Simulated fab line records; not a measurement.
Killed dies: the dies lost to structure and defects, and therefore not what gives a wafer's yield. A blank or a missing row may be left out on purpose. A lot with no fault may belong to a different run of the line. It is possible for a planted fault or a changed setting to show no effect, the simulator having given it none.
Matching of chambers / flow n5-finfet / rie-diel-01 running N5_BEOL_M0_SAQP_STRIP_86: 4 sister chambers
The step strips in N2/H2. 15 wafers are shown with their chamber, then 7 later ones without.

EACH WAFER AND ITS CHAMBER
wafer=L600.1; chamber=3; showerhead-plenum-p-Torr (Torr)=3.41; drypump-motor-current-A (A)=6.0; throttle-valve-pct (%)=18.8
wafer=L600.3; chamber=0; showerhead-plenum-p-Torr (Torr)=3.28; drypump-motor-current-A (A)=5.5; throttle-valve-pct (%)=18.9
wafer=L600.6; chamber=2; showerhead-plenum-p-Torr (Torr)=3.25; drypump-motor-current-A (A)=5.3; throttle-valve-pct (%)=18.2
wafer=L602.2; chamber=3; showerhead-plenum-p-Torr (Torr)=3.41; drypump-motor-current-A (A)=6.1; throttle-valve-pct (%)=18.8
wafer=L602.3; chamber=0; showerhead-plenum-p-Torr (Torr)=3.28; drypump-motor-current-A (A)=5.5; throttle-valve-pct (%)=19.0
wafer=L602.5; chamber=2; showerhead-plenum-p-Torr (Torr)=3.25; drypump-motor-current-A (A)=5.2; throttle-valve-pct (%)=18.2
wafer=L601.2; chamber=0; showerhead-plenum-p-Torr (Torr)=3.28; drypump-motor-current-A (A)=5.5; throttle-valve-pct (%)=18.9
wafer=L601.6; chamber=1; showerhead-plenum-p-Torr (Torr)=3.29; drypump-motor-current-A (A)=5.4; throttle-valve-pct (%)=17.9
wafer=L603.1; chamber=2; showerhead-plenum-p-Torr (Torr)=3.25; drypump-motor-current-A (A)=5.3; throttle-valve-pct (%)=18.2
wafer=L603.5; chamber=2; showerhead-plenum-p-Torr (Torr)=3.25; drypump-motor-current-A (A)=5.2; throttle-valve-pct (%)=18.2
wafer=L603.6; chamber=1; showerhead-plenum-p-Torr (Torr)=3.29; drypump-motor-current-A (A)=5.4; throttle-valve-pct (%)=18.0
wafer=L610.1; chamber=3; showerhead-plenum-p-Torr (Torr)=3.40; drypump-motor-current-A (A)=6.1; throttle-valve-pct (%)=18.8
wafer=L610.3; chamber=2; showerhead-plenum-p-Torr (Torr)=3.24; drypump-motor-current-A (A)=5.2; throttle-valve-pct (%)=18.3
wafer=L610.6; chamber=2; showerhead-plenum-p-Torr (Torr)=3.24; drypump-motor-current-A (A)=5.3; throttle-valve-pct (%)=18.2
wafer=L611.2; chamber=3; showerhead-plenum-p-Torr (Torr)=3.40; drypump-motor-current-A (A)=6.1; throttle-valve-pct (%)=18.9

SIGNATURES (means of the wafers above)
reading=showerhead-plenum-p-Torr; chamber 0=3.2800; chamber 1=3.2900; chamber 2=3.2467; chamber 3=3.4050; scatter within a chamber=0.00461
reading=drypump-motor-current-A; chamber 0=5.500; chamber 1=5.400; chamber 2=5.250; chamber 3=6.075; scatter within a chamber=0.0452
reading=throttle-valve-pct; chamber 0=18.933; chamber 1=17.950; chamber 2=18.217; chamber 3=18.825; scatter within a chamber=0.05
Rule: for a wafer and a chamber, the distance is found by dividing, reading by reading, the gap between the wafer's reading and the chamber's mean by the reading's scatter, squaring, summing and taking the root. The wafer belongs to the nearest chamber; if the next one is less than 2 further off, it can't be placed. The scatter: take each reading less its chamber's mean, square it, sum over the shown wafers, divide by the number of wafers less the number of chambers, and take the root.

WAFERS WITH NO CHAMBER GIVEN
wafer=L611.5; showerhead-plenum-p-Torr (Torr)=3.27; drypump-motor-current-A (A)=5.5; throttle-valve-pct (%)=19.0
wafer=L611.6; showerhead-plenum-p-Torr (Torr)=3.28; drypump-motor-current-A (A)=5.4; throttle-valve-pct (%)=18.0
wafer=L616.2; showerhead-plenum-p-Torr (Torr)=3.24; drypump-motor-current-A (A)=5.3; throttle-valve-pct (%)=18.3
wafer=L616.5; showerhead-plenum-p-Torr (Torr)=3.39; drypump-motor-current-A (A)=6.1; throttle-valve-pct (%)=18.8
wafer=L619.2; showerhead-plenum-p-Torr (Torr)=3.26; drypump-motor-current-A (A)=5.5; throttle-valve-pct (%)=19.0
wafer=L619.5; showerhead-plenum-p-Torr (Torr)=3.39; drypump-motor-current-A (A)=6.1; throttle-valve-pct (%)=18.9
wafer=L619.6; showerhead-plenum-p-Torr (Torr)=3.24; drypump-motor-current-A (A)=5.3; throttle-valve-pct (%)=18.3

EACH ONE'S CHAMBER
wafer=L611.5; from the rows above=0; in truth=0
wafer=L611.6; from the rows above=1; in truth=1
wafer=L616.2; from the rows above=2; in truth=2
wafer=L616.5; from the rows above=3; in truth=3
wafer=L619.2; from the rows above=0; in truth=0
wafer=L619.5; from the rows above=3; in truth=3
wafer=L619.6; from the rows above=2; in truth=2
Correct placement for 7 of the 7. Number that these rows cannot place: 0. Number placed wrongly: 0.
